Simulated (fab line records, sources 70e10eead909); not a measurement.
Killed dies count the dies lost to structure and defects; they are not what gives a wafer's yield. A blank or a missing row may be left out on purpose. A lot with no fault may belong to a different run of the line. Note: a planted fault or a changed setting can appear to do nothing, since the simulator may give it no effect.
Which tool did it? + flow nand harc + Sampling: 22 lots, 66 wafers, 6 of 1302 route steps

WHAT THE GAUGES SHOWED, per wafer
The record holds no reading of a measuring or inspecting step that can be judged against a usual standard deviation.

TOOL THAT RAN EACH LOT (tool first, then ch and the chambers of the sampled wafers, then the start)
| lot  | NHARC_A_CONTACT_STRIP_55                      | NHARC_A_CONTACT_ETCH_76                       | NHARC_A_CONTACT_ETCH_131             | NHARC_A_CONTACT_ETCH_97                       | NHARC_A_CONTACT_ETCH_30                       | NHARC_A_CONTACT_ETCH_135             |
|------|-----------------------------------------------|-----------------------------------------------|--------------------------------------|-----------------------------------------------|-----------------------------------------------|--------------------------------------|
| L075 | rie diel-12 ch 1,2,3, day 22 05:22 or earlier | rie diel-08 ch 0,3, day 22 05:22 or earlier   | har cap etch-03 ch 0,1, day 22 05:22 | rie diel-08 ch 1,2, day 22 12:53 or earlier   | rie diel-05 ch 2,3, day 22 12:53 or earlier   | har cap etch-01 ch 0,1, day 22 12:53 |
| L076 | rie diel-12 ch 0,2,3, day 22 14:34 or earlier | rie diel-08 ch 1,2,3, day 22 14:34 or earlier | har cap etch-02 ch 0,1, day 22 14:34 | rie diel-08 ch 0,1,2, day 22 21:46 or earlier | rie diel-08 ch 1,2, day 22 21:46 or earlier   | har cap etch-02 ch 0,1, day 22 21:46 |
| L077 | rie diel-12 ch 2,3, day 22 19:34 or earlier   | rie diel-05 ch 0,1, day 22 19:34 or earlier   | har cap etch-03 ch 1, day 22 19:34   | rie diel-05 ch 0,1, day 23 02:27 or earlier   | rie diel-08 ch 0,3, day 23 02:27 or earlier   | har cap etch-03 ch 0,1, day 23 02:27 |
| L078 | rie diel-05 ch 1,2,3, day 22 21:31 or earlier | rie diel-08 ch 0,1,3, day 22 21:31 or earlier | har cap etch-01 ch 0,1, day 22 21:31 | rie diel-08 ch 2,3, day 23 03:46 or earlier   | rie diel-08 ch 0,1,2, day 23 03:46 or earlier | har cap etch-01 ch 0,1, day 23 03:46 |
| L081 | rie diel-08 ch 0,1, day 24 18:28 or earlier   | rie diel-05 ch 1,2,3, day 24 18:28 or earlier | har cap etch-01 ch 0,1, day 24 18:28 | rie diel-08 ch 0,3, day 25 00:54 or earlier   | rie diel-08 ch 0,2,3, day 25 00:54 or earlier | har cap etch-01 ch 0,1, day 25 00:54 |
| L080 | rie diel-05 ch 0,1,3, day 24 19:50 or earlier | rie diel-05 ch 0,1,3, day 24 19:50 or earlier | har cap etch-03 ch 0,1, day 24 19:50 | rie diel-05 ch 2,3, day 25 02:11 or earlier   | rie diel-08 ch 0,1,3, day 25 02:11 or earlier | har cap etch-03 ch 0,1, day 25 02:11 |
| L082 | rie diel-12 ch 1,3, day 25 10:19 or earlier   | rie diel-08 ch 1,2, day 25 10:19 or earlier   | har cap etch-02 ch 0,1, day 25 10:19 | rie diel-08 ch 1,2,3, day 25 17:14 or earlier | rie diel-08 ch 1,2, day 25 17:14 or earlier   | har cap etch-02 ch 0,1, day 25 17:14 |
| L084 | rie diel-12 ch 1,3, day 26 02:41 or earlier   | rie diel-12 ch 0,2, day 26 02:41 or earlier   | har cap etch-02 ch 0,1, day 26 02:41 | rie diel-12 ch 0,2,3, day 26 03:59            | rie diel-08 ch 1,2, day 26 12:05 or earlier   | har cap etch-01 ch 0,1, day 26 12:05 |
| L083 | rie diel-12 ch 0,2,3, day 26 07:35 or earlier | rie diel-05 ch 1,2,3, day 26 07:35 or earlier | har cap etch-02 ch 0,1, day 26 07:35 | rie diel-12 ch 0,2, day 26 08:53              | rie diel-08 ch 1,2,3, day 26 18:56 or earlier | har cap etch-03 ch 0,1, day 26 18:56 |
| L085 | rie diel-08 ch 1,2, day 26 09:33 or earlier   | rie diel-05 ch 0,2,3, day 26 09:33 or earlier | har cap etch-03 ch 1, day 26 09:33   | rie diel-12 ch 2,3, day 26 10:49              | rie diel-12 ch 0,2,3, day 27 00:29 or earlier | har cap etch-02 ch 0,1, day 27 00:29 |
| L087 | rie diel-08 ch 0,2,3, day 26 18:32 or earlier | rie diel-08 ch 0,1,2, day 26 18:32 or earlier | har cap etch-02 ch 0,1, day 26 18:32 | rie diel-08 ch 0,2,3, day 27 02:47 or earlier | rie diel-05 ch 0,1,3, day 27 02:47 or earlier | har cap etch-01 ch 0,1, day 27 02:47 |
| L086 | rie diel-08 ch 1,2, day 26 21:11 or earlier   | rie diel-08 ch 0,3, day 26 21:11 or earlier   | har cap etch-01 ch 0,1, day 26 21:11 | rie diel-08 ch 0,1, day 27 04:49 or earlier   | rie diel-08 ch 0,3, day 27 04:49 or earlier   | har cap etch-02 ch 0,1, day 27 04:49 |
| L089 | rie diel-08 ch 0,1,2, day 27 13:40 or earlier | rie diel-08 ch 0,1,2, day 27 13:40 or earlier | har cap etch-03 ch 0,1, day 27 13:40 | rie diel-05 ch 0,1,2, day 27 21:17 or earlier | rie diel-08 ch 0,1,2, day 27 21:17 or earlier | har cap etch-01 ch 0,1, day 27 21:17 |
| L088 | rie diel-08 ch 1,2,3, day 27 17:07 or earlier | rie diel-08 ch 0,2,3, day 27 17:07 or earlier | har cap etch-02 ch 0,1, day 27 17:07 | rie diel-08 ch 0,1, day 27 18:27              | rie diel-12 ch 0,1,3, day 27 23:36 or earlier | har cap etch-03 ch 0,1, day 27 23:36 |
| L090 | rie diel-08 ch 0,2,3, day 28 14:43 or earlier | rie diel-08 ch 1,2,3, day 28 14:43 or earlier | har cap etch-03 ch 0,1, day 28 14:43 | rie diel-12 ch 1,3, day 28 21:25 or earlier   | rie diel-05 ch 1,2,3, day 28 21:25 or earlier | har cap etch-01 ch 0,1, day 28 21:25 |
| L091 | rie diel-08 ch 0,1,3, day 28 16:19 or earlier | rie diel-08 ch 0,2,3, day 28 16:19 or earlier | har cap etch-02 ch 0,1, day 28 16:19 | rie diel-05 ch 0,1,3, day 28 23:09 or earlier | rie diel-08 ch 1,2,3, day 28 23:09 or earlier | har cap etch-03 ch 0,1, day 28 23:09 |
| L093 | rie diel-12 ch 1,2,3, day 29 21:04 or earlier | rie diel-08 ch 0,1, day 29 21:04 or earlier   | har cap etch-02 ch 0,1, day 29 21:04 | rie diel-08 ch 0,1, day 29 22:20              | rie diel-08 ch 0,2,3, day 30 05:17 or earlier | har cap etch-01 ch 0,1, day 30 05:17 |
| L094 | rie diel-08 ch 0,1, day 30 00:47 or earlier   | rie diel-12 ch 1,3, day 30 00:47 or earlier   | har cap etch-01 ch 0,1, day 30 00:47 | rie diel-08 ch 1,2,3, day 30 07:46 or earlier | rie diel-08 ch 1,2,3, day 30 07:46 or earlier | har cap etch-03 ch 0,1, day 30 07:46 |
| L092 | rie diel-12 ch 1,3, day 30 02:39 or earlier   | rie diel-08 ch 0,3, day 30 02:39 or earlier   | har cap etch-03 ch 1, day 30 02:39   | rie diel-08 ch 1,3, day 30 09:25 or earlier   | rie diel-05 ch 1,2,3, day 30 09:25 or earlier | har cap etch-02 ch 1, day 30 09:25   |
| L095 | rie diel-08 ch 1,2,3, day 30 16:19 or earlier | rie diel-05 ch 1,3, day 30 16:19 or earlier   | har cap etch-03 ch 0,1, day 30 16:19 | rie diel-12 ch 0,1,3, day 31 00:54 or earlier | rie diel-05 ch 0,1,2, day 31 00:54 or earlier | har cap etch-03 ch 0, day 31 00:54   |
| L096 | rie diel-12 ch 1,2,3, day 30 19:31 or earlier | rie diel-08 ch 0,1,3, day 30 19:31 or earlier | har cap etch-02 ch 0,1, day 30 19:31 | rie diel-08 ch 1,2,3, day 31 02:23 or earlier | rie diel-08 ch 0,1,2, day 31 02:23 or earlier | har cap etch-02 ch 0,1, day 31 02:23 |
| L097 | rie diel-08 ch 0,1,2, day 31 07:55 or earlier | rie diel-05 ch 0,2,3, day 31 07:55 or earlier | har cap etch-03 ch 0,1, day 31 07:55 | rie diel-12 ch 1,2,3, day 31 14:44 or earlier | rie diel-12 ch 0,1,2, day 31 14:44 or earlier | har cap etch-01 ch 0,1, day 31 14:44 |
- NHARC_A_CONTACT_STRIP_55: strips in O2.
- NHARC_A_CONTACT_ETCH_76: etches the open film in N2/H2, target depth 260 nm, time 475.3 s.
- NHARC_A_CONTACT_ETCH_131: etches the open film in C4F8/O2/Ar, time 197 s, target depth 1918 nm.
- NHARC_A_CONTACT_ETCH_97: etches the open film in C4F6/O2, target depth 20 nm, time 10 s.
- NHARC_A_CONTACT_ETCH_30: etches the open film in CF4/CHF3, target depth 72.6 nm, time 36.3 s.
- NHARC_A_CONTACT_ETCH_135: etches the open film in C4F8/O2/Ar, time 311 s, target depth 1912 nm.

WHAT THE TOOLS THEMSELVES READ (means of the sampled wafers that have a number; where no wafer has one, the mark that the record gives instead)
NHARC_A_CONTACT_STRIP_55.
| lot  | tool        | drypump motor current A (A) | oes product au (a.u.) | rf vpp V (V) | showerhead plenum p Torr (Torr) | throttle valve pct (%) |
|------|-------------|-----------------------------|-----------------------|--------------|---------------------------------|------------------------|
| L075 | rie diel-12 | 5.74                        | 0.994                 | 57.9         | 3.46                            | 17.037                 |
| L076 | rie diel-12 | 5.74                        | 0.984                 | 57.0         | 3.42                            | 17.043                 |
| L077 | rie diel-12 | 5.67                        | 0.970                 | 57.6         | 3.40                            | 17.038                 |
| L078 | rie diel-05 | 5.97                        | 1.008                 | 56.4         | 3.39                            | 17.035                 |
| L081 | rie diel-08 | 6.06                        | 1.006                 | 57.3         | 3.54                            | 17.038                 |
| L080 | rie diel-05 | 5.76                        | 1.000                 | 57.5         | 3.37                            | 17.044                 |
| L082 | rie diel-12 | 5.67                        | 0.992                 | 58.7         | 3.39                            | 17.042                 |
| L084 | rie diel-12 | 5.68                        | 0.994                 | 57.7         | 3.39                            | 17.035                 |
| L083 | rie diel-12 | 5.74                        | 0.974                 | 58.2         | 3.40                            | 17.040                 |
| L085 | rie diel-08 | 6.15                        | 0.995                 | 57.3         | 3.55                            | 17.041                 |
| L087 | rie diel-08 | 6.01                        | 0.990                 | 58.1         | 3.48                            | 17.040                 |
| L086 | rie diel-08 | 6.26                        | 0.981                 | 57.9         | 3.56                            | 17.042                 |
| L089 | rie diel-08 | 6.16                        | 0.995                 | 58.0         | 3.55                            | 17.042                 |
| L088 | rie diel-08 | 6.03                        | 0.998                 | 57.1         | 3.47                            | 17.031                 |
| L090 | rie diel-08 | 6.02                        | 0.987                 | 58.6         | 3.47                            | 17.036                 |
| L091 | rie diel-08 | 5.91                        | 0.995                 | 56.9         | 3.45                            | 17.038                 |
| L093 | rie diel-12 | 5.75                        | 0.992                 | 58.0         | 3.43                            | 17.047                 |
| L094 | rie diel-08 | 6.06                        | 0.994                 | 58.5         | 3.52                            | 17.032                 |
| L092 | rie diel-12 | 5.74                        | 0.995                 | 57.7         | 3.43                            | 17.038                 |
| L095 | rie diel-08 | 6.01                        | 0.981                 | 58.1         | 3.46                            | 17.046                 |
| L096 | rie diel-12 | 5.75                        | 0.991                 | 57.7         | 3.42                            | 17.032                 |
| L097 | rie diel-08 | 6.14                        | 0.993                 | 57.8         | 3.54                            | 17.038                 |

NHARC_A_CONTACT_ETCH_76.
| lot  | tool        | drypump motor current A (A) | oes product au (a.u.) | rf vpp V (V) | showerhead plenum p Torr (Torr) | throttle valve pct (%) |
|------|-------------|-----------------------------|-----------------------|--------------|---------------------------------|------------------------|
| L075 | rie diel-08 | 5.77                        | 0.992                 | 428.9        | 1.96                            | 14.180                 |
| L076 | rie diel-08 | 6.00                        | 1.003                 | 429.7        | 2.01                            | 14.175                 |
| L077 | rie diel-05 | 5.62                        | 0.985                 | 428.0        | 1.95                            | 14.175                 |
| L078 | rie diel-08 | 5.91                        | 1.003                 | 429.5        | 2.00                            | 14.161                 |
| L081 | rie diel-05 | 5.99                        | 1.011                 | 427.4        | 1.95                            | 14.167                 |
| L080 | rie diel-05 | 5.75                        | 0.991                 | 427.4        | 1.94                            | 14.172                 |
| L082 | rie diel-08 | 6.25                        | 0.993                 | 431.7        | 2.06                            | 14.172                 |
| L084 | rie diel-12 | 5.83                        | 0.990                 | 428.7        | 1.97                            | 14.168                 |
| L083 | rie diel-05 | 5.98                        | 1.003                 | 428.2        | 1.95                            | 14.174                 |
| L085 | rie diel-05 | 5.75                        | 0.998                 | 428.9        | 1.97                            | 14.170                 |
| L087 | rie diel-08 | 6.16                        | 1.000                 | 430.5        | 2.05                            | 14.173                 |
| L086 | rie diel-08 | 5.77                        | 0.991                 | 427.8        | 1.95                            | 14.167                 |
| L089 | rie diel-08 | 6.16                        | 0.986                 | 430.8        | 2.05                            | 14.164                 |
| L088 | rie diel-08 | 6.02                        | 0.993                 | 428.9        | 2.01                            | 14.164                 |
| L090 | rie diel-08 | 6.01                        | 0.994                 | 429.3        | 2.00                            | 14.175                 |
| L091 | rie diel-08 | 6.00                        | 0.999                 | 428.9        | 2.01                            | 14.169                 |
| L093 | rie diel-08 | 6.05                        | 0.992                 | 430.3        | 2.04                            | 14.173                 |
| L094 | rie diel-12 | 5.68                        | 0.990                 | 427.5        | 1.94                            | 14.168                 |
| L092 | rie diel-08 | 5.75                        | 0.998                 | 428.1        | 1.94                            | 14.167                 |
| L095 | rie diel-05 | 5.95                        | 0.996                 | 425.8        | 1.89                            | 14.166                 |
| L096 | rie diel-08 | 5.90                        | 0.993                 | 429.0        | 1.99                            | 14.169                 |
| L097 | rie diel-05 | 5.76                        | 1.000                 | 428.0        | 1.95                            | 14.172                 |

NHARC_A_CONTACT_ETCH_97.
| lot  | tool        | drypump motor current A (A) | oes product au (a.u.) | rf vpp V (V) | showerhead plenum p Torr (Torr) | throttle valve pct (%) |
|------|-------------|-----------------------------|-----------------------|--------------|---------------------------------|------------------------|
| L075 | rie diel-08 | 6.19                        | 0.974                 | 547.0        | 3.95                            | 26.905                 |
| L076 | rie diel-08 | 6.14                        | 0.947                 | 547.1        | 3.96                            | 26.908                 |
| L077 | rie diel-05 | 5.64                        | 0.922                 | 544.2        | 3.77                            | 26.902                 |
| L078 | rie diel-08 | 5.90                        | 0.968                 | 544.4        | 3.79                            | 26.896                 |
| L081 | rie diel-08 | 5.92                        | 0.944                 | 545.7        | 3.86                            | 26.896                 |
| L080 | rie diel-05 | 5.97                        | 0.959                 | 544.3        | 3.82                            | 26.914                 |
| L082 | rie diel-08 | 6.03                        | 0.956                 | 545.3        | 3.86                            | 26.900                 |
| L084 | rie diel-12 | 5.76                        | 0.928                 | 544.1        | 3.79                            | 26.910                 |
| L083 | rie diel-12 | 5.84                        | 0.938                 | 545.1        | 3.80                            | 26.906                 |
| L085 | rie diel-12 | 5.66                        | 0.929                 | 544.2        | 3.77                            | 26.910                 |
| L087 | rie diel-08 | 6.03                        | 0.940                 | 545.9        | 3.87                            | 26.901                 |
| L086 | rie diel-08 | 6.05                        | 0.941                 | 547.1        | 3.93                            | 26.905                 |
| L089 | rie diel-05 | 5.85                        | 1.001                 | 543.0        | 3.76                            | 26.903                 |
| L088 | rie diel-08 | 6.07                        | 0.968                 | 546.6        | 3.93                            | 26.906                 |
| L090 | rie diel-12 | 5.68                        | 0.996                 | 543.7        | 3.76                            | 26.898                 |
| L091 | rie diel-05 | 5.77                        | 0.993                 | 543.0        | 3.73                            | 26.897                 |
| L093 | rie diel-08 | 6.07                        | 0.941                 | 546.8        | 3.92                            | 26.899                 |
| L094 | rie diel-08 | 6.01                        | 0.955                 | 545.5        | 3.85                            | 26.905                 |
| L092 | rie diel-08 | 5.92                        | 0.967                 | 544.4        | 3.83                            | 26.894                 |
| L095 | rie diel-12 | 5.76                        | 0.998                 | 543.9        | 3.77                            | 26.901                 |
| L096 | rie diel-08 | 6.02                        | 0.939                 | 545.7        | 3.85                            | 26.904                 |
| L097 | rie diel-12 | 5.73                        | 0.963                 | 544.5        | 3.81                            | 26.902                 |

NHARC_A_CONTACT_ETCH_30.
| lot  | tool        | cf4 flow sccm (sccm) | chf3 flow sccm (sccm) | drypump motor current A (A) | oes product au (a.u.) | rf vpp V (V) | showerhead plenum p Torr (Torr) | throttle valve pct (%) |
|------|-------------|----------------------|-----------------------|-----------------------------|-----------------------|--------------|---------------------------------|------------------------|
| L075 | rie diel-05 | 99.90                | 29.90                 | 5.88                        | 0.925                 | 369.3        | 1.52                            | 16.790                 |
| L076 | rie diel-08 | 100.05               | 29.97                 | 6.14                        | 0.938                 | 371.1        | 1.59                            | 16.800                 |
| L077 | rie diel-08 | 100.04               | 30.00                 | 5.91                        | 0.919                 | 370.1        | 1.55                            | 16.805                 |
| L078 | rie diel-08 | 99.93                | 29.98                 | 6.14                        | 0.920                 | 371.1        | 1.59                            | 16.807                 |
| L081 | rie diel-08 | 100.05               | 30.04                 | 5.99                        | 0.964                 | 369.6        | 1.55                            | 16.803                 |
| L080 | rie diel-08 | 99.88                | 30.02                 | 5.90                        | 0.920                 | 369.9        | 1.54                            | 16.804                 |
| L082 | rie diel-08 | 100.11               | 29.98                 | 6.24                        | 0.920                 | 371.0        | 1.59                            | 16.805                 |
| L084 | rie diel-08 | 99.78                | 30.08                 | 6.23                        | 0.917                 | 370.8        | 1.59                            | 16.811                 |
| L083 | rie diel-08 | 99.92                | 30.00                 | 6.00                        | 0.907                 | 370.9        | 1.55                            | 16.812                 |
| L085 | rie diel-12 | 99.84                | 29.99                 | 5.75                        | 0.907                 | 368.8        | 1.51                            | 16.807                 |
| L087 | rie diel-05 | 100.22               | 30.01                 | 5.75                        | 0.969                 | 368.2        | 1.49                            | 16.793                 |
| L086 | rie diel-08 | 99.95                | 30.07                 | 5.76                        | 0.928                 | 367.5        | 1.51                            | 16.798                 |
| L089 | rie diel-08 | 99.79                | 29.95                 | 6.14                        | 0.920                 | 371.0        | 1.58                            | 16.806                 |
| L088 | rie diel-12 | 100.01               | 30.07                 | 5.73                        | 0.964                 | 367.9        | 1.51                            | 16.805                 |
| L090 | rie diel-05 | 99.93                | 30.00                 | 5.98                        | 0.921                 | 367.6        | 1.50                            | 16.798                 |
| L091 | rie diel-08 | 99.91                | 29.95                 | 6.01                        | 0.918                 | 369.4        | 1.54                            | 16.797                 |
| L093 | rie diel-08 | 99.69                | 30.03                 | 5.99                        | 0.963                 | 370.4        | 1.54                            | 16.805                 |
| L094 | rie diel-08 | 99.80                | 30.09                 | 6.00                        | 0.917                 | 370.4        | 1.54                            | 16.792                 |
| L092 | rie diel-05 | 100.04               | 29.97                 | 5.97                        | 0.932                 | 368.3        | 1.50                            | 16.796                 |
| L095 | rie diel-05 | 100.08               | 30.03                 | 5.84                        | 0.931                 | 367.5        | 1.50                            | 16.806                 |
| L096 | rie diel-08 | 100.11               | 29.96                 | 6.13                        | 0.961                 | 371.4        | 1.58                            | 16.812                 |
| L097 | rie diel-12 | 99.75                | 30.08                 | 5.81                        | 0.915                 | 370.1        | 1.53                            | 16.804                 |

THE ANSWER, worked out from the rows above alone
Rule: the lots themselves supply what counts as usual. The widest of any qualifying gaps counts: lots, ordered by their means at a reading, are off when they make up no more than a third of the lots, leave a main group of 4 or more, and stand apart from it by 3 or more times the standard deviation of that group's means. Not used: any main group whose means are identical at the precision the tables above print for the reading. A lot without any number at a reading at which 4 lots or more have one is off too. The other lots that the step has rows for count as sound. Order of review: gauges by route order, followed by the tools' own readings, for which a lot's mean as printed above is used. At the first step where some lot is off, the reading lying furthest off is the one used; lots without a number count as furthest.
None of the lots is off at any reading shown; this tells nothing.

WHAT WAS PUT IN BY THE SIMULATOR
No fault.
